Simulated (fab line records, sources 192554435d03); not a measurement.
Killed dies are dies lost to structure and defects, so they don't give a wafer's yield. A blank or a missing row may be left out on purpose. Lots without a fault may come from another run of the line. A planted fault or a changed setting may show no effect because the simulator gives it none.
fab line records | flow n5_finfet
record lots=4 wafers=12 last_day=16
route steps=1938 shown SDB@353 DUMMY_REMOVAL@377 HKMG_FIN@385 PASSIVATION@1936
lots that met no fault: from a run of the same line without faults
start_h: hours from the record's first day to the start of the lot's first wafer shown | wait_h: hours since the lot's step before | " the same as in the row above | L1.1+2: a row that stands for several wafers | - no value, or no start given | * or withheld: withheld | < > ~ a bound
route shown NAME@n: a module of which the file shows steps, and the number in the route of the first | usual: mean/standard deviation of fault-free wafers | same: alike in all rows | chamber/n: place in a boat | sites: the reading at each site | _std_site: their standard deviation | _edge_site: outer sites' mean less inner sites' | radius_mm: how far each site lies from the wafer's centre | mask NAME#n: copy n | behind: the tool/chamber that last shaped the wafer | hold: why the lot was held/for how many hours/how that ended | device: the transistor (n, p or np) that didn't switch | end of line: the same wafers' tests at the end of the route | a step without rows: its recipe alone | killed: dies lost to structure and defects at the first sort, not the wafer's yield | map: a wafer's dies, x killed, . not, _ none there
set.NAME: the setting as run; set.NAME@STEP: as run at that earlier step | model.NAME: the simulator's own value behind a step, which no gauge read
lots at some steps of the route; a table a step, a row a wafer
services: from which hour (start_h, from the record's first day; less than 0 if before it) a tool's chamber was out of use, for how many hours, and why
## steps
# step N5_SDB_EXPOSE_08
# recipe mask_id=SDB na=1.35 source_shape=conventional sigma_outer=0.5 polarization=unpolarized dose_mj=49.6
# step N5_SDB_PEB_09
# recipe peb_temp_c=withheld peb_time_s=60 resist=CAR-ArF
# step N5_SDB_DEVELOP_10
# recipe develop_time_s=30 developer=TMAH resist=CAR-ArF rinse_liquid=diw dry=air_spin dev_temp_c=23
# step N5_SDB_DESCUM_16
# recipe chemistry=O2 time_s=7.9 source_power_w=50 bias_power_w=20 pressure_mtorr=20 rf_frequency_hz=2.712e+07 temp_c=40 resist=CAR-ArF o2_flow_sccm=225
# step N5_SDB_ETCH_17
# recipe chemistry=CF4 target=SiARC target_depth_a=234 mask_material=CAR-ArF time_s=39 ion_energy_ev=80 pressure_mtorr=40 source_w=545 bias_w=36 Ar_flow_sccm=100 cf4_flow_sccm=100 ends=cleared
# step N5_SDB_ETCH_18
# recipe chemistry=N2/H2 target=SOC target_depth_a=1000 overetch_a=200 mask_material=SiARC temp_c=40 time_s=150 ion_energy_ev=200 pressure_mtorr=30 source_w=840 bias_w=150 n2_flow_sccm=200 h2_flow_sccm=200
# step N5_SDB_STRIP_19
# recipe chemistry=N2/H2 temp_c=40 n2_flow_sccm=200 h2_flow_sccm=200 rf_frequency_hz=6e+07
# step N5_SDB_STRIP_21
# recipe chemistry=CF4 resist=SiARC power_w=300 bias_power_w=75 pressure_mtorr=50 cf4_flow_sccm=150 rf_frequency_hz=6e+07
# step N5_SDB_HM_OPEN_20
# recipe chemistry=CH3F/O2 target=SiNx mask_material=SOC target_depth_a=240 stop_on=poly-Si over_etch_frac=0.4 ion_energy_ev=120 pressure_mtorr=30 source_w=395 bias_w=73 Ar_flow_sccm=150 CH3F_flow_sccm=30 O2_flow_sccm=20
# step N5_SDB_STRIP_22
# recipe chemistry=N2/H2 power_w=1000 temp_c=250 h2_frac=0.65 overash_fraction=0.3 pressure_mtorr=withheld n2_flow_sccm=1750 h2_flow_sccm=3250
# usual drypump_motor_current_A=6.0/0.5 heater_power_w=373/23 oes_product_au=0.715/0.0045 strip_time_to_endpoint_s=96.0/0.43
# columns lot.wafer tool chamber start_h wait_h drypump_motor_current_A heater_power_w oes_product_au rf_hours_counter_h strip_time_to_endpoint_s
L112.1 plasma_asher-01 1 74.44 0.1 6.1 370 0.711 38 96.2
L112.3 " 1 " " 6.1 366 0.712 - 96.5
L112.4 " 0 " " 6.5 389 0.715 - 96.3
L113.2 plasma_asher-02 0 80.85 0.1 5.0 364 0.718 88 96.2
L113.3 " 0 " " 5.0 365 0.716 - 95.7
L113.5 " 1 " " 5.9 327 0.709 - 96.3
L123.1 plasma_asher-02 0 143.83 0.1 5.0 367 0.720 102 95.7
L123.2 " 1 " " 5.9 337 0.718 102 96.4
L123.5 " 0 " " 5.0 357 0.712 - 95.1
L128.2 plasma_asher-02 0 169.67 0.1 5.0 356 0.720 107 95.8
L128.4 " 0 " " 5.0 364 0.713 - 95.8
L128.5 " 0 " " 5.0 369 0.716 - 95.7
# step N5_SDB_PRECLEAN_23
# recipe chemistry=dHF time_s=30 temp_c=25 dilution=withheld
# step N5_SDB_DUMMY_REMOVE_24
# recipe chemistry=TMAH temp_c=70 target=poly-Si stop_on=SiO2 target_depth_nm=142 conc_wt_pct=5 time_s=57 dry=ipa_marangoni rinse_time_s=30 rinse_temp_c=23
# step N5_SDB_ETCH_25
# recipe chemistry=C4F6/O2 target=SiO2 target_depth_a=100 time_s=3.3 ion_energy_ev=250 mask_material=SiNx pressure_mtorr=30 source_w=345 bias_w=185 Ar_flow_sccm=300 C4F6_flow_sccm=10 O2_flow_sccm=10
# step N5_SDB_CUT_ETCH_26
# recipe chemistry=HBr/Cl2/O2 target=Si target_depth_a=1296 bt_time_s=20 mask_material=SiNx time_s=51.8 ion_energy_ev=* bias_w=* pressure_mtorr=10 icp_w=800 HBr_flow_sccm=150 Cl2_flow_sccm=80 O2_flow_sccm=12
# step N5_SDB_PRECLEAN_38
# recipe chemistry=dHF time_s=10 dilution=750:1 temp_c=25
# step N5_SDB_PRECLEAN_39
# recipe chemistry=O3/DIW time_s=45 temp_c=22 o3_ppm=10
# step N5_SDB_SRD_28
# recipe dry=ipa_marangoni time_s=30 temp_c=23 rinse_liquid=diw
# step N5_SDB_ALD_29
# recipe material=SiNx target_thk_a=300 temp_c=400 ald_precursor_family=SiH2I2 ald_co_reactant=N2/H2-plasma pulse_time_s=1 ald_cycles=600 purge_time_s=2 co_reactant_purge_time_s=2 pressure_torr=2
# step N5_SDB_CMP_30
# recipe stop_on=poly-Si t_overpolish_s=1.54 post_cmp_clean=alkaline_brush down_force_psi=4.1491 platen_rpm=51.796 pad_velocity_m_s=1.0306 target_thk_nm=30
# step N5_DUMMY_REMOVAL_HM_STRIP_01
# recipe chemistry=CH3F/O2 material=SiNx target_depth_a=40 stop_on=poly-Si time_s=6.8 over_etch_frac=0.3 ion_energy_ev=60 power_w=410 bias_w=29 Ar_flow_sccm=150 CH3F_flow_sccm=30 O2_flow_sccm=20
# step N5_DUMMY_REMOVAL_STRIP_10
# recipe chemistry=N2/H2 time_s=40 power_w=100 temp_c=40 pressure_mtorr=100 rf_frequency_hz=6e+07 bias_power_w=3 n2_flow_sccm=300 h2_flow_sccm=300
# step N5_DUMMY_REMOVAL_PRECLEAN_07
# recipe chemistry=dHF time_s=30 temp_c=25 dilution=withheld
# step N5_DUMMY_REMOVAL_DUMMY_REMOVE_02
# recipe chemistry=TMAH temp_c=70 target=poly-Si stop_on=SiO2 target_depth_nm=142 conc_wt_pct=5 time_s=57 dry=ipa_marangoni rinse_time_s=30 rinse_temp_c=23
# step N5_DUMMY_REMOVAL_PRECLEAN_08
# recipe chemistry=NF3:NH3 afs_cycles=2 temp_c=30 time_s=20 sublimation_temp_c=180 sublimation_time_s=60 pressure_torr=3 rf_power_w=30
# step N5_DUMMY_REMOVAL_PRECLEAN_04
# recipe chemistry=DHF time_s=37 temp_c=25 dilution=500:1
# step N5_DUMMY_REMOVAL_SRD_05
# recipe dry=ipa_marangoni do_ppb=5 time_s=30 temp_c=23 rinse_liquid=diw
# step N5_HKMG_FIN_IL_REGROW_00
# recipe material=SiO2 target_thk_a=7.5 chemistry=O3 temp_c=withheld time_s=30
# step N5_HKMG_FIN_HK_ALD_01
# recipe material=HfO2 target_thk_a=16 temp_c=withheld ald_precursor_family=HfCl4 ald_co_reactant=H2O pulse_time_s=3 purge_time_s=3 co_reactant_purge_time_s=2.5 co_reactant_pulse_time_s=0.3 ald_cycles=30
# step N5_HKMG_FIN_HK_ANNEAL_02
# recipe temp_c=700 time_s=30 ambient=N2 idle_temp_c=600 ramp_up_c_per_s=150 ramp_down_c_per_s=60 cool_to_c=600
# step N5_HKMG_FIN_ALD_74
# recipe material=La2O3 target_thk_a=5 temp_c=250 ald_precursor_family=La-Cp ald_co_reactant=O3 pulse_time_s=6 co_reactant_pulse_time_s=1 purge_time_s=3 co_reactant_purge_time_s=3
# step N5_HKMG_FIN_ALD_75
# recipe material=Al2O3 target_thk_a=10 temp_c=150 ald_precursor_family=TMA ald_co_reactant=H2O pulse_time_s=withheld co_reactant_pulse_time_s=1
# step N5_HKMG_FIN_COAT_41
# recipe resist=SOC temp_c=250 time_s=60 spin_rpm=1500 resist_thk_nm=300
# step N5_HKMG_FIN_COAT_42
# recipe resist=SiARC temp_c=220 time_s=60 spin_rpm=1500 resist_thk_nm=35
# step N5_HKMG_FIN_COAT_43
# recipe resist=CAR-ArF spin_rpm=1500 resist_thk_nm=90
# step N5_HKMG_FIN_EBR_45
# recipe solvent=PGMEA ebr_width_mm=1.5
# step N5_HKMG_FIN_SOFTBAKE_44
# recipe temp_c=110 time_s=60 resist=CAR-ArF
# step N5_PASSIVATION_PROBE_49
# usual defect_limited_yield=91.1/1.4 killed_at_M0_to_M3=36/9.9 killed_at_M4_up=13/5.8 killed_at_contacts=14/5.9 killed_at_front_end=39/11 killed_at_other=3.4/2.9 killed_dies=105/17 killed_open=70/13 killed_short=34/7.3 sort_bin_5_function=5.3/1 sort_bin_6_memory=3.3/0.62 sort_bin_8_speed=0.01/0.057 sort_n_pass=1075/17 sort_yield_pct=91.1/1.4
# same gross_dies=1180 killed_at_back_side=0 sort_bin_4_leakage[%]=0
# columns lot.wafer tool chamber start_h wait_h defect_limited_yield[%] killed_at_M0_to_M3 killed_at_M4_up killed_at_contacts killed_at_front_end killed_at_other killed_dies killed_open killed_short sort_bin_5_function[%] sort_bin_6_memory[%] sort_bin_8_speed[%] sort_n_pass sort_yield_pct[%]
L113.2 prober-01 - 292.68 0.1 88.2 28 38 12 51 10 139 91 48 6.6 5.1 0 1041 88.2
L113.3 prober-01 - 292.73 0.1 89.8 30 14 11 62 3 120 79 40 5.6 4.3 0.08 1060 89.8
L113.5 prober-01 - 292.83 0.2 92.2 24 18 16 32 2 92 67 24 4.5 3.3 0 1088 92.2
L112.1 prober-02 - 294.01 0.0 88.6 46 15 9 62 2 134 97 36 6.9 3.9 0 1046 88.6
L112.3 prober-02 - 294.11 0.1 90.6 42 9 13 46 1 111 75 27 6.0 2.3 0 1069 90.6
L112.4 prober-02 - 294.16 0.2 91.7 42 7 7 38 4 98 69 29 4.9 3.1 0.51 1076 91.2
L123.1 prober-02 - 355.09 0.0 79.4 25 12 6 200 0 243 54 40 11.9 4.2 0 937 79.4
L123.2 prober-02 - 355.14 0.1 79.6 30 15 16 178 2 241 70 31 11.9 4.1 0 939 79.6
L123.5 prober-02 - 355.29 0.2 80.7 36 5 7 179 1 228 54 24 13.0 3.3 0 952 80.7
L128.2 prober-02 - 385.75 0.1 77.0 30 16 9 205 11 271 73 37 13.1 5.2 0 909 77.0
L128.4 prober-02 - 385.85 0.2 79.0 22 14 18 188 6 248 70 22 12.7 4.2 0 932 79.0
# killed by level:class
L113.2 FIN_SAQP:geometric_particle:short=16 BEOL_M4:geometric_particle:open=16 FIN_SAQP:geometric_particle:open=11 MOL_CONTACT_COAG:geometric_particle:open=10 BEOL_M3:geometric_particle:open=9 STI_FIN_REVEAL:geometric_particle:open=7 BEOL_M1:geometric_particle:open=7 BEOL_M4:geometric_particle:short=5
L113.3 STI_FIN_REVEAL:geometric_particle:open=15 FIN_SAQP:geometric_particle:short=12 BEOL_M1:geometric_particle:open=11 FIN_SAQP:geometric_particle:open=10 DUMMY_GATE:geometric_particle:open=9 BEOL_M2:geometric_particle:open=8 MOL_CONTACT_COAG:geometric_particle:open=6 BEOL_M4:geometric_particle:open=6
L113.5 MOL_CONTACT_COAG:geometric_particle:open=12 BEOL_M4:geometric_particle:open=9 FIN_CUT:geometric_particle:open=6 FIN_SAQP:geometric_particle:short=5 FIN_SAQP:geometric_particle:open=5 STI_FIN_REVEAL:geometric_particle:open=5 BEOL_M1:geometric_particle:open=5 BEOL_M3:geometric_particle:open=4
L112.1 STI_FIN_REVEAL:geometric_particle:open=29 BEOL_M0_SAQP:geometric_particle:short=10 BEOL_M0_SAQP:geometric_particle:open=9 MOL_CONTACT_COAG:geometric_particle:open=7 BEOL_M1:geometric_particle:open=7 BEOL_M2:geometric_particle:open=7 FIN_SAQP:geometric_particle:open=5 DUMMY_GATE:geometric_particle:open=5
L112.3 STI_FIN_REVEAL:geometric_particle:open=18 BEOL_M0_SAQP:geometric_particle:open=13 MOL_CONTACT_COAG:geometric_particle:open=11 BEOL_M0_SAQP:geometric_particle:short=11 HKMG_FIN:area_etch=8 BEOL_M2:geometric_particle:open=7 STI_FIN_REVEAL:geometric_particle:short=5 GATE_CUT:geometric_particle:short=5
L112.4 BEOL_M0_SAQP:geometric_particle:open=10 BEOL_M0_SAQP:geometric_particle:short=9 DUMMY_GATE:geometric_particle:open=8 BEOL_M3:geometric_particle:open=8 MOL_CONTACT_COAG:geometric_particle:open=7 BEOL_M2:geometric_particle:open=7 STI_FIN_REVEAL:geometric_particle:open=6 STARTING-WAFER:geometric_particle:open=5
L123.1 SDB:unspecified=149 FIN_SAQP:geometric_particle:open=11 BEOL_M0_SAQP:geometric_particle:open=11 STI_FIN_REVEAL:geometric_particle:open=9 GATE_CUT:geometric_particle:short=9 BEOL_M0_SAQP:geometric_particle:short=9 BEOL_M4:geometric_particle:open=7 MOL_CONTACT_COAG:geometric_particle:open=6
L123.2 SDB:unspecified=140 BEOL_M0_SAQP:geometric_particle:open=13 STI_FIN_REVEAL:geometric_particle:open=11 MOL_CONTACT_COAG:geometric_particle:open=11 BEOL_M0_SAQP:geometric_particle:short=10 FIN_SAQP:geometric_particle:open=6 BEOL_M3:geometric_particle:open=6 GATE_CUT:geometric_particle:open=6
L123.5 SDB:unspecified=150 BEOL_M0_SAQP:geometric_particle:short=13 STI_FIN_REVEAL:geometric_particle:open=12 BEOL_M3:geometric_particle:open=9 BEOL_M0_SAQP:geometric_particle:open=8 MOL_CONTACT_COAG:geometric_particle:open=7 GATE_CUT:geometric_particle:short=4 FIN_SAQP:geometric_particle:open=3
L128.2 SDB:unspecified=158 STI_FIN_REVEAL:geometric_particle:open=20 BEOL_M2:geometric_particle:open=12 MOL_CONTACT_COAG:geometric_particle:short=6 FIN_SAQP:geometric_particle:open=5 BEOL_M0_SAQP:geometric_particle:short=5 BEOL_M4:geometric_particle:open=5 STARTING-WAFER:geometric_particle:open=5
L128.4 SDB:unspecified=155 STI_FIN_REVEAL:geometric_particle:open=17 MOL_CONTACT_COAG:geometric_particle:open=14 BEOL_M0_SAQP:geometric_particle:open=13 BEOL_M4:geometric_particle:open=7 FIN_SAQP:geometric_particle:open=5 BEOL_M0_SAQP:geometric_particle:short=5 MOL_CONTACT_COAG:geometric_particle:short=4
# map L123.1 (x killed, . not)
_________________............________________
______________.x.......x........_____________
___________..x..............x..x...__________
__________.......................x.._________
________.x.....x.........x....x......._______
_______.......x...x...................x______
______..................x..............._____
_____x....x......x..x.....x........x.....____
____......x......xx.x.................x...___
___..........xx.xxxxxxx........x......x....__
___..........xxxxxxxxxxxx..............x..x__
__........x.xxxxxxxxxxxx...................._
__.........xxxxxxxxxxxxxxx.x...........x...._
_x.......x.xxxxxxxxxxxxxx..........x.....x.x.
_......x.xxxxxxxxxxxxxxxxx.x.................
_.x........xxxxxxxxxxxxxx......x.........x...
_x..........xxxxxxxxxxxxx..x...............x.
_...x.....xxxxxxxxxxxxxxxx...................
_.......x..x.xxxxxxxxx.x..................x..
_..........x..xx.xx...................x.x...x
_..x...x........xx.x..x......................
__.x.....x...................x.............._
__.......x................x...x........x..x._
___.....x.........x.....x............xxx..x__
___xx.....x...........................x..x.__
____..............x....................x..___
_____....x....................x.x.x.x...x____
______x.........x...x..............x.x.._____
_______...............x...x.......x....______
________............x................._______
__________..............x..........x_________
___________..x.x..x........x....x..__________
______________........x....x..x._____________
_________________........x...________________
# map L128.2 (x killed, . not)
_________________..xxx.......________________
______________.................._____________
___________......x...x.............__________
__________.....x...................._________
________.........x....x......x..x...x._______
_______..................x.............______
______......x.....x...x...x............._____
_____............x...x............x......____
____...........xx.x.x..xxx..x..x..x.xx....___
___.........xxxxxxxxxxxx.x.x...............__
___x.xx.....xxxxxxxxxxxx.....x...x.........__
__.....x...xxxxxxxxxxxxxxx.........x.....x.._
__x........xxxxxxxxxxxxxxx..x..............._
_........xx.xxxxxxxxxxxxxxxx.......x........x
_....x..x..xxxxxxxxxxxxxx.x..................
_........x.xxxxxxxxxxxxxxx........x..........
_...x...xxx.xxxxxxxxxxxxx.x..................
_.....x......xxxxxxxxxxx.........x...........
_............xxxxxxxxxxxxx.........x.........
_x...x........xx.xxxxxx......x...............
_...............x..x..x..........x....xx.x...
__x............xx.x.x.x...x..........x.x...._
__...............xx..............x.x..x....._
___...............x.....x.......x.......xxx__
___x....x.............................x....__
____.............x..x....xx.....x.........___
_____.......x....x......x..x.........x...____
______..xx.x..x..x.................x.x.._____
_______......x.........x.x.............______
________..x.x...x.xx..x..............._______
__________.........x........xx.....x_________
___________........................__________
______________..x.....x......x.._____________
_________________....x.......________________
## services
# columns tool chamber start_h hours kind
plasma_asher-02 - 52.99 14.6 pm
## key
first_sign step=N5_PASSIVATION_PROBE_49 reading=killed_at_front_end direction=up sigmas=14 usual=39 struck=190
effect step=N5_PASSIVATION_PROBE_49 reading=defect_limited_yield direction=down sigmas=8.4 usual=91.1 struck=79.1
more_kills_born_at N5_SDB_STRIP_22@plasma_asher-02=752
met_at N5_SDB_STRIP_22
struck_wafers L123.1,L123.2,L123.5,L128.2,L128.4,L128.5
rows_end L128.5
onset_between 80.85 143.83
also_fits time
fault kind=chamber_particle_source tool=plasma_asher-02 chamber=- onset_h=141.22 steps=N5_SDB_STRIP_22 rate_per_visit_cm2=1.8302 end_h=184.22
# rows_end: these wafers met a further fault down the route, and their rows from its step on are left out
